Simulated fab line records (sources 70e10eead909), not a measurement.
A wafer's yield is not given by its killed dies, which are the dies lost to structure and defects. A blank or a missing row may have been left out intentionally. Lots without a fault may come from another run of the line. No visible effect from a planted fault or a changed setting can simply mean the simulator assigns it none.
fab line records | flow nandHarc | part 1 of 2: steps 1 to 4 of 6
record lots=22 wafers=66 lastDay=24
route steps=1159 shown A_CHANNEL_FILL_D1@509 A_STAIRCASE@530
lots that met no fault: taken from a fault-free run of the same line
startH: start of the lot's first displayed wafer, in hours after the record's first day | waitH: time in hours since the lot's previous step | " same as the row above | L1.1+2: one row covering several wafers at once | - either no value or no given start | * or withheld: withheld | < > ~ a bound
route shown NAME@n: names a module that has steps shown in the file, with the first one's number in the route | usual: the fault-free wafers' mean and standard deviation | same: alike in all rows | chamber/n: place in a boat | sites: per-site readings | _std_site: standard deviation of those values | _edge_site: mean of outer sites minus mean of inner sites | radiusMm: how far each site lies from the wafer's centre | mask NAME#n: copy n | behind: the most recent tool/chamber to have shaped the wafer | hold: what put the lot on hold/how long, in hours/how the hold closed | device: whichever transistor did not switch (one of n, p or np) | end of line: the tests these same wafers got at the end of their route | a step given without rows: its recipe and nothing more | killed: at the first sort, the dies lost to defects and structure; wafer yield is something else | map: per-die view of a wafer (x killed, . not killed, _ where there is no die)
set.NAME: the setting the step ran with; set.NAME@STEP: the setting that earlier step ran with | model.NAME: the simulator's own value behind a step, which no gauge read
the route's steps for a sample of lots (tables are steps, rows are wafers)
services: a tool's chamber out of use, with start hour (startH, from the record's first day; less than 0 if before it), hours out, and reason
## steps
# step NHARC_A_CHANNEL_FILL_D1_STRIP_29
# recipe timeS=20 o2FlowSccm=500 arFlowSccm=0 biasW=0 chemistry=O2
# usual drypumpMotorCurrentA=6.1/0.42 oesProductAu=1.004/0.0071 rfVppV=57.7/0.9 showerheadPlenumPTorr=3.52/0.14 throttleValvePct=17.036/0.0087
# columns lot.wafer tool chamber startH waitH drypumpMotorCurrentA oesProductAu rfHoursCounterH rfVppV showerheadPlenumPTorr throttleValvePct
L074.1 rieDiel-02 1 - - 6.1 1.004 2.0 58.0 3.67 17.028
L074.6 " 0 " " 6.2 1.005 - 58.4 3.39 17.032
L074.5 " 1 " " 6.1 0.989 - 58.7 3.67 17.030
L075.4 rieDiel-02 3 - - 6.5 1.005 2.8 57.7 3.46 17.027
L075.1 " 0 " " 6.2 0.998 3.0 56.5 3.39 17.035
L075.2 " 1 " " 6.0 0.994 2.9 57.4 3.67 17.033
L077.1 rieDiel-01 3 - - 6.0 1.014 2.5 58.8 3.63 17.048
L077.6 " 3 " " 6.0 1.022 - 59.1 3.63 17.027
L077.5 " 0 " " 6.1 1.000 - 57.1 3.32 17.029
L078.2 rieDiel-01 2 - - 6.6 1.001 2.8 56.1 3.40 17.030
L078.1 " 3 " " 6.0 1.010 2.6 57.6 3.63 17.040
L078.6 " 2 " " 6.6 0.998 - 58.6 3.40 17.032
L079.1 rieDiel-01 3 - - 6.0 1.000 2.7 58.0 3.63 17.038
L079.2 " 1 " " 5.1 1.025 2.9 58.6 3.71 17.029
L079.3 " 2 " " 6.5 1.009 2.8 58.0 3.40 17.020
L076.4 rieDiel-02 3 - - 6.5 1.014 3.2 58.4 3.46 17.046
L076.2 " 0 " " 6.2 1.005 3.4 57.3 3.39 17.027
L076.6 " 1 " " 6.1 1.004 - 57.3 3.67 17.034
L080.2 rieDiel-01 2 - - 6.6 0.988 3.4 57.1 3.40 17.043
L080.5 " 2 " " 6.6 0.995 - 58.1 3.40 17.019
L080.6 " 3 " " 6.0 1.003 - 58.3 3.63 17.049
L082.3 rieDiel-02 2 - - 6.0 1.004 3.8 58.9 3.63 17.038
L082.1 " 3 " " 6.5 1.003 3.9 57.6 3.46 17.037
L082.6 " 2 " " 6.0 1.008 - 56.9 3.63 17.021
L081.1 rieDiel-01 2 - - 6.5 1.014 3.4 57.4 3.40 17.044
L081.6 " 0 " " 6.1 1.000 - 57.0 3.32 17.038
L081.5 " 1 " " 5.1 1.016 - 57.2 3.71 17.051
L083.4 rieDiel-01 1 - - 5.1 1.002 3.5 58.6 3.71 17.034
L083.6 " 0 " " 6.1 0.993 - 56.6 3.32 17.048
L083.5 " 1 " " 5.1 1.014 - 59.1 3.71 17.038
L084.4 rieDiel-01 2 - - 6.6 0.999 3.7 58.2 3.40 17.039
L084.1 " 0 " " 6.1 1.010 3.7 57.7 3.32 17.019
L084.6 " 1 " " 5.1 1.004 - 57.6 3.71 17.041
L086.2 rieDiel-01 0 - - 6.1 0.991 3.8 58.0 3.32 17.028
L086.6 " 3 " " 6.0 1.004 - 58.0 3.63 17.034
L086.5 " 0 " " 6.1 0.993 - 58.1 3.32 17.039
L085.2 rieDiel-02 0 297.25 0.2 6.2 1.002 4.8 58.2 3.38 17.041
L085.6 " 1 " " 6.1 0.992 - 57.1 3.67 17.038
L085.4 " 0 " " 6.2 0.996 - 57.5 3.38 17.037
L089.3 rieDiel-02 0 - - 6.2 1.002 5.6 58.1 3.38 17.027
L089.4 " 1 " " 6.1 1.009 5.6 59.7 3.67 17.048
L089.6 " 0 " " 6.2 1.013 - 58.8 3.38 17.052
L087.4 rieDiel-02 0 - - 6.1 1.001 5.6 58.0 3.38 17.024
L087.1 " 2 " " 6.0 0.995 5.3 59.4 3.63 17.045
L087.6 " 0 " " 6.1 1.003 - 58.1 3.38 17.027
L090.1 rieDiel-02 3 - - 6.5 1.016 5.5 56.9 3.46 17.027
L090.6 " 1 " " 6.1 1.000 - 58.7 3.67 17.043
L090.5 " 2 " " 6.0 1.008 - 56.7 3.63 17.023
L088.3 rieDiel-02 1 - - 6.1 1.004 6.0 57.4 3.67 17.047
L088.4 " 3 " " 6.5 1.006 5.7 59.0 3.46 17.035
L088.5 " 2 " " 6.0 1.007 - 56.8 3.63 17.029
L095.1 rieDiel-02 0 - - 6.2 1.010 0.0 58.2 3.38 17.039
L095.5 " 3 " " 6.5 1.011 - 56.8 3.46 17.027
L095.6 " 0 " " 6.2 1.007 - 57.2 3.38 17.039
L093.4 rieDiel-01 3 - - 6.0 1.014 0.3 57.9 3.63 17.043
L093.2 " 0 " " 6.1 1.001 0.4 57.7 3.32 17.023
L093.1 " 1 " " 5.1 1.016 0.4 58.0 3.71 17.036
L094.2 rieDiel-01 2 343.89 0.1 6.5 0.999 0.4 59.8 3.40 17.034
L094.3 " 0 " " 6.1 0.999 0.5 57.4 3.32 17.029
L094.6 " 0 " " 6.0 1.000 - 56.3 3.32 17.039
L096.3 rieDiel-02 0 - - 6.2 1.003 0.7 57.6 3.38 17.030
L096.4 " 2 " " 5.9 0.996 0.6 57.5 3.63 17.029
L096.6 " 0 " " 6.2 0.997 - 55.8 3.38 17.031
L097.3 rieDiel-01 1 - - 5.1 1.006 0.9 58.2 3.71 17.033
L097.5 " 1 " " 5.1 1.012 - 58.7 3.71 17.036
L097.6 " 2 " " 6.5 1.008 - 57.6 3.40 17.034
# step NHARC_A_STAIRCASE_DESCUM_168
# recipe timeS=3 o2FlowSccm=200 arFlowSccm=0 biasPowerW=0 chemistry=O2
# usual drypumpMotorCurrentA=5.8/0.33 oesProductAu=1.000/0.0082 rfVppV=57.9/0.87 showerheadPlenumPTorr=1.94/0.07 throttleValvePct=11.310/0.0097
# columns lot.wafer tool chamber startH waitH drypumpMotorCurrentA oesProductAu rfHoursCounterH rfVppV showerheadPlenumPTorr throttleValvePct
L074.1 rieDiel-08 1 225.61 - 5.2 0.997 33 59.1 1.97 11.315
L074.5 " 0 " " 6.0 1.001 - 59.2 2.00 11.294
L074.6 " 1 " " 5.2 1.015 - 59.0 1.97 11.299
L075.1 rieDiel-08 0 241.95 - 6.0 1.005 38 59.1 2.00 11.313
L075.4 " 1 " " 5.2 0.995 40 57.4 1.97 11.324
L075.2 " 3 " " 5.7 1.014 39 57.1 1.87 11.305
L077.1 rieDiel-05 2 246.24 - 5.6 1.016 26 58.2 1.93 11.304
L077.6 " 2 " " 5.6 1.010 - 59.1 1.93 11.310
L077.5 " 3 " " 6.2 1.008 - 58.1 1.94 11.317
L078.1 rieDiel-08 0 255.21 - 6.0 0.996 44 58.5 2.00 11.303
L078.2 " 1 " " 5.2 0.999 45 58.7 1.97 11.292
L078.6 " 2 " " 5.6 0.997 - 57.3 1.83 11.314
L079.2 rieDiel-08 0 257.59 - 6.0 1.011 44 58.5 2.00 11.306
L079.3 " 2 " " 5.6 1.007 37 57.1 1.82 11.317
L079.1 " 3 " " 5.7 1.003 44 58.8 1.87 11.315
L076.4 rieDiel-08 2 257.77 - 5.6 0.989 37 57.0 1.82 11.313
L076.2 " 1 " " 5.2 0.989 46 59.4 1.97 11.315
L076.6 " 2 " " 5.6 0.986 - 57.5 1.82 11.300
L080.2 rieDiel-08 2 282.53 - 5.6 0.991 45 57.1 1.82 11.319
L080.5 " 2 " " 5.6 0.987 - 57.6 1.82 11.302
L080.6 " 3 " " 5.7 0.992 - 57.6 1.86 11.311
L082.1 rieDiel-08 3 282.83 - 5.7 0.999 52 57.0 1.86 11.299
L082.3 " 0 " " 6.0 0.998 54 59.6 2.00 11.309
L082.6 " 2 " " 5.6 0.989 - 57.2 1.82 11.312
L081.1 rieDiel-08 1 282.99 - 5.2 0.990 56 58.7 1.96 11.306
L081.5 " 3 " " 5.6 1.004 - 57.7 1.86 11.302
L081.6 " 0 " " 6.0 0.996 - 57.4 2.00 11.305
L083.4 rieDiel-05 2 288.82 - 5.7 0.996 - 59.1 1.92 11.318
L083.6 " 3 " " 6.2 0.983 - 57.6 1.93 11.316
L083.5 " 1 " " 5.9 0.984 - 57.7 2.02 11.307
L084.4 rieDiel-08 0 299.67 - 6.0 0.985 62 58.4 2.00 11.299
L084.1 " 1 " " 5.2 0.992 59 57.5 1.96 11.309
L084.6 " 0 " " 6.0 1.006 - 58.5 2.00 11.312
L086.2 rieDiel-05 1 306.00 - 5.9 1.006 44 59.1 2.01 11.316
L086.6 " 0 " " 6.1 1.013 - 58.7 2.04 11.305
L086.5 " 1 " " 5.9 1.002 - 58.7 2.02 11.298
L085.4 rieDiel-05 1 306.15 - 5.9 1.018 44 56.4 2.02 11.300
L085.2 " 2 " " 5.6 0.999 48 57.2 1.92 11.302
L085.6 " 2 " " 5.6 1.012 - 58.7 1.92 11.312
L087.1 rieDiel-05 1 326.19 - 5.9 1.003 53 59.6 2.01 11.296
L087.4 " 2 " " 5.6 0.998 57 59.2 1.92 11.312
L087.6 " 0 " " 6.1 1.007 - 58.0 2.03 11.317
L089.4 rieDiel-05 2 326.49 - 5.6 1.006 57 58.8 1.92 11.295
L089.3 " 1 " " 5.9 0.989 53 57.3 2.01 11.309
L089.6 " 3 " " 6.2 0.991 - 58.0 1.93 11.320
L090.1 rieDiel-05 2 331.13 - 5.6 1.004 58 58.0 1.92 11.292
L090.5 " 1 " " 5.9 1.006 - 58.1 2.01 11.313
L090.6 " 2 " " 5.6 1.002 - 57.5 1.92 11.303
L088.4 rieDiel-08 1 331.44 - 5.2 0.999 7 57.4 1.96 11.317
L088.3 " 3 " " 5.7 1.015 6 56.8 1.86 11.306
L088.5 " 2 " " 5.6 1.009 - 57.2 1.82 11.301
L095.1 rieDiel-08 1 346.72 - 5.2 0.994 13 58.5 1.96 11.311
L095.6 " 1 " " 5.2 1.005 - 56.5 1.96 11.307
L095.5 " 2 " " 5.6 1.002 - 57.9 1.82 11.318
L093.2 rieDiel-13 1 346.90 - 6.2 1.007 25 56.9 1.86 11.301
L093.1 " 3 " " 6.4 0.997 25 58.3 1.98 11.324
L093.4 " 0 " " 5.9 0.997 25 58.1 2.07 11.312
L094.2 rieDiel-13 3 351.66 - 6.3 0.995 26 57.6 1.98 11.340
L094.3 " 0 " " 5.8 0.996 26 58.2 2.07 11.309
L094.6 " 3 " " 6.3 0.989 - 57.5 1.98 11.320
L096.3 rieDiel-05 1 363.75 - 5.9 1.010 5 59.1 2.01 11.306
L096.4 " 3 " " 6.2 0.990 6 56.5 1.92 11.300
L096.6 " 1 " " 5.9 0.990 - 59.3 2.01 11.311
L097.3 rieDiel-13 1 363.94 - 6.2 0.994 33 57.2 1.85 11.320
L097.6 " 2 " " 5.8 1.000 - 58.3 1.92 11.300
L097.5 " 3 " " 6.3 0.993 - 57.8 1.98 11.325
# step NHARC_A_STAIRCASE_ETCH_13
# recipe targetDepthA=1000 timeS=40.5 ionEnergyEv=400 c4f8FlowSccm=20 o2FlowSccm=10 arFlowSccm=withheld rfW=600 biasW=1000 chemistry=C4F8/O2
# usual oesProductAu=0.939/0.012 rfFwdPowerW=592.2/2.5 rfVppV=898/4.6
# columns lot.wafer tool chamber startH waitH oesProductAu rfFwdPowerW rfHoursCounterH rfVppV
L074.1 rieDiel-13 0 - - 0.913 595.9 55 887
L074.6 " 1 " " 0.925 591.6 - 893
L074.5 " 2 " " 0.915 592.3 - 897
L075.4 rieDiel-08 1 - - 0.938 592.4 40 898
L075.1 " 2 " " 0.936 591.0 32 889
L075.2 " 0 " " 0.935 591.5 39 901
L077.1 rieDiel-05 0 - - 0.944 593.4 29 903
L077.5 " 3 " " 0.927 588.5 - 897
L077.6 " 0 " " 0.945 590.5 - 902
L078.1 rieDiel-05 2 - - 0.955 594.5 32 898
L078.2 " 0 " " 0.947 597.6 32 903
L078.6 " 3 " " 0.946 589.4 - 897
L079.3 rieDiel-05 2 - - 0.942 594.8 33 898
L079.1 " 3 " " 0.948 589.0 33 896
L079.2 " 0 " " 0.940 594.0 33 905
L076.4 rieDiel-13 0 - - 0.950 593.2 64 888
L076.2 " 1 " " 0.945 590.9 64 894
L076.6 " 3 " " 0.972 591.4 - 901
L080.2 rieDiel-08 3 - - 0.952 595.0 52 892
L080.5 " 3 " " 0.955 593.9 - 894
L080.6 " 0 " " 0.965 591.4 - 903
L082.3 rieDiel-08 3 - - 0.939 593.8 53 894
L082.1 " 1 " " 0.921 588.9 57 900
L082.6 " 0 " " 0.937 593.3 - 901
L081.1 rieDiel-13 1 - - 0.936 594.3 0 893
L081.5 " 1 " " 0.944 593.4 - 892
L081.6 " 2 " " 0.930 591.4 - 897
L083.4 rieDiel-05 2 - - 0.937 592.4 - 896
L083.6 " 3 " " 0.918 588.2 - 899
L083.5 " 1 " " 0.930 593.9 - 902
L084.1 rieDiel-08 3 - - 0.942 593.8 61 892
L084.4 " 1 " " 0.918 591.7 60 900
L084.6 " 3 " " 0.938 593.0 - 893
L086.2 rieDiel-05 1 - - 0.939 593.3 45 902
L086.5 " 3 " " 0.945 583.0 - 896
L086.6 " 0 " " 0.940 597.0 - 904
L085.2 rieDiel-13 3 - - 0.937 592.6 9 900
L085.4 " 0 " " 0.930 597.6 9 904
L085.6 " 2 " " 0.928 587.7 - 896
L087.4 rieDiel-13 2 - - 0.936 591.5 14 897
L087.1 " 3 " " 0.934 593.9 18 899
L087.6 " 2 " " 0.937 590.8 - 896
L089.3 rieDiel-08 0 - - 0.943 595.3 6 901
L089.4 " 2 " " 0.941 595.3 - 889
L089.6 " 0 " " 0.945 594.2 - 902
L090.1 rieDiel-05 2 - - 0.965 592.1 59 897
L090.5 " 3 " " 0.929 591.3 - 898
L090.6 " 0 " " 0.947 594.4 - 904
L088.4 rieDiel-05 1 - - 0.924 590.3 55 901
L088.3 " 3 " " 0.919 590.4 58 894
L088.5 " 1 " " 0.940 590.1 - 901
L095.1 rieDiel-08 2 - - 0.939 594.5 14 891
L095.6 " 0 " " 0.959 596.8 - 900
L095.5 " 1 " " 0.928 593.3 - 899
L093.1 rieDiel-08 3 - - 0.935 595.2 13 892
L093.4 " 1 " " 0.919 590.6 13 898
L093.2 " 2 " " 0.922 595.5 14 890
L094.3 rieDiel-13 2 - - 0.949 592.5 24 897
L094.2 " 3 " " 0.942 593.4 27 900
L094.6 " 1 " " 0.950 590.8 - 891
L096.3 rieDiel-08 2 - - 0.941 595.7 21 889
L096.4 " 1 " " 0.930 589.1 21 900
L096.6 " 3 " " 0.949 591.3 - 893
L097.3 rieDiel-05 1 - - 0.942 593.0 6 901
L097.6 " 3 " " 0.952 586.1 - 897
L097.5 " 0 " " 0.953 594.6 - 903
# step NHARC_A_STAIRCASE_TRIM_20
# recipe timeS=211.2 o2FlowSccm=500 arFlowSccm=0 biasW=0 chemistry=O2
# usual drypumpMotorCurrentA=5.9/0.31 oesProductAu=0.996/0.0077 rfVppV=58.0/0.97 showerheadPlenumPTorr=3.59/0.12 throttleValvePct=17.037/0.0092
# columns lot.wafer tool chamber startH waitH drypumpMotorCurrentA oesProductAu rfHoursCounterH rfVppV showerheadPlenumPTorr throttleValvePct
L074.1 rieDiel-05 0 229.62 0.1 6.1 1.009 22 59.1 3.76 17.045
L074.5 " 2 " " 5.7 1.013 - 57.3 3.55 17.002
L074.6 " 3 " " 6.2 1.006 - 56.6 3.57 17.040
L075.1 rieDiel-08 3 244.77 0.1 5.7 1.000 40 57.9 3.45 17.040
L075.2 " 0 " " 6.0 1.001 39 58.5 3.68 17.032
L075.4 " 2 " " 5.6 0.984 33 57.1 3.38 17.029
L077.1 rieDiel-13 1 250.65 0.1 6.3 1.001 62 56.6 3.45 17.036
L077.5 " 1 " " 6.3 0.998 - 58.7 3.45 17.036
L077.6 " 2 " " 5.8 1.000 - 57.6 3.57 17.033
L078.1 rieDiel-05 3 258.18 0.1 6.2 0.991 33 59.8 3.57 17.034
L078.2 " 2 " " 5.6 0.999 32 57.8 3.55 17.028
L078.6 " 3 " " 6.2 0.981 - 58.5 3.57 17.034
L076.4 rieDiel-13 2 260.72 0.1 5.8 1.000 61 60.0 3.57 17.034
L076.2 " 3 " " 6.3 0.990 26 58.7 3.66 17.034
L076.6 " 2 " " 5.8 1.011 - 59.4 3.56 17.037
L079.3 rieDiel-05 1 261.16 0.1 5.9 0.991 33 58.3 3.71 17.034
L079.2 " 2 " " 5.7 0.994 33 56.8 3.55 17.047
L079.1 " 0 " " 6.1 1.000 34 57.4 3.75 17.046
L080.2 rieDiel-08 0 285.43 0.1 6.0 0.990 55 58.2 3.67 17.035
L080.6 " 0 " " 6.0 0.991 - 58.1 3.67 17.034
L080.5 " 1 " " 5.2 0.993 - 58.6 3.62 17.053
L082.3 rieDiel-13 0 286.03 0.1 5.8 0.992 0 59.2 3.81 17.030
L082.1 " 3 " " 6.4 0.989 0 59.8 3.66 17.036
L082.6 " 1 " " 6.3 0.999 - 56.1 3.44 17.050
L081.1 rieDiel-08 1 286.34 0.1 5.2 0.979 57 56.2 3.61 17.023
L081.6 " 1 " " 5.2 0.981 - 58.2 3.61 17.038
L081.5 " 2 " " 5.6 0.988 - 57.2 3.37 17.027
L083.5 rieDiel-08 3 292.12 0.2 5.7 1.010 - 57.3 3.44 17.022
L083.4 " 0 " " 6.0 0.998 - 56.6 3.67 17.029
L083.6 " 2 " " 5.6 0.994 - 58.0 3.37 17.037
L084.1 rieDiel-13 3 302.72 0.1 6.4 0.999 7 58.1 3.65 17.049
L084.4 " 1 " " 6.3 0.992 8 56.8 3.44 17.029
L084.6 " 3 " " 6.4 0.978 - 58.9 3.65 17.030
L086.2 rieDiel-05 0 309.15 0.3 6.1 1.003 47 57.0 3.74 17.047
L086.5 " 3 " " 6.2 0.993 - 56.7 3.56 17.050
L086.6 " 0 " " 6.1 1.005 - 58.6 3.74 17.047
L085.4 rieDiel-08 1 312.13 0.1 5.2 0.996 0 58.1 3.61 17.022
L085.2 " 2 " " 5.6 0.990 0 57.0 3.37 17.038
L085.6 " 3 " " 5.7 0.999 - 56.4 3.44 17.029
L087.4 rieDiel-13 1 329.05 0.1 6.2 0.996 18 58.1 3.43 17.029
L087.1 " 2 " " 5.8 1.003 14 57.4 3.55 17.054
L087.6 " 3 " " 6.4 0.987 - 58.9 3.65 17.026
L089.4 rieDiel-13 0 329.62 0.1 5.9 0.999 18 58.6 3.80 17.029
L089.3 " 2 " " 5.8 1.010 14 58.6 3.55 17.037
L089.6 " 0 " " 5.9 0.991 - 55.9 3.80 17.034
L090.1 rieDiel-08 0 334.27 0.1 6.0 0.995 8 58.8 3.66 17.032
L090.5 " 3 " " 5.7 0.992 - 57.6 3.43 17.031
L090.6 " 0 " " 6.0 0.985 - 56.9 3.66 17.047
L088.3 rieDiel-05 3 335.42 0.1 6.3 1.001 59 58.3 3.55 17.033
L088.4 " 2 " " 5.6 1.007 61 58.8 3.53 17.045
L088.5 " 3 " " 6.3 0.989 - 57.0 3.55 17.016
L095.1 rieDiel-05 2 350.54 0.8 5.6 1.005 0 59.6 3.53 17.042
L095.5 " 2 " " 5.6 1.000 - 58.4 3.53 17.043
L095.6 " 3 " " 6.3 0.992 - 57.7 3.55 17.033
L093.1 rieDiel-05 2 353.03 0.1 5.6 0.996 1 58.8 3.53 17.031
L093.4 " 0 " " 6.1 0.996 2 57.7 3.73 17.046
L093.2 " 1 " " 5.9 0.996 1 59.6 3.69 17.046
L094.2 rieDiel-08 0 354.91 0.1 6.0 1.008 18 59.3 3.66 17.058
L094.3 " 2 " " 5.6 0.993 17 59.0 3.36 17.039
L094.6 " 1 " " 5.2 0.985 - 58.6 3.60 17.014
L096.3 rieDiel-13 3 367.20 0.1 6.3 0.999 34 57.4 3.64 17.020
L096.4 " 0 " " 5.9 0.990 33 58.0 3.79 17.037
L096.6 " 2 " " 5.8 0.999 - 58.9 3.54 17.032
L097.3 rieDiel-05 3 367.36 0.1 6.3 0.979 7 56.9 3.55 17.029
L097.5 " 1 " " 5.9 0.993 - 58.2 3.69 17.032
L097.6 " 2 " " 5.6 1.004 - 58.3 3.53 17.031
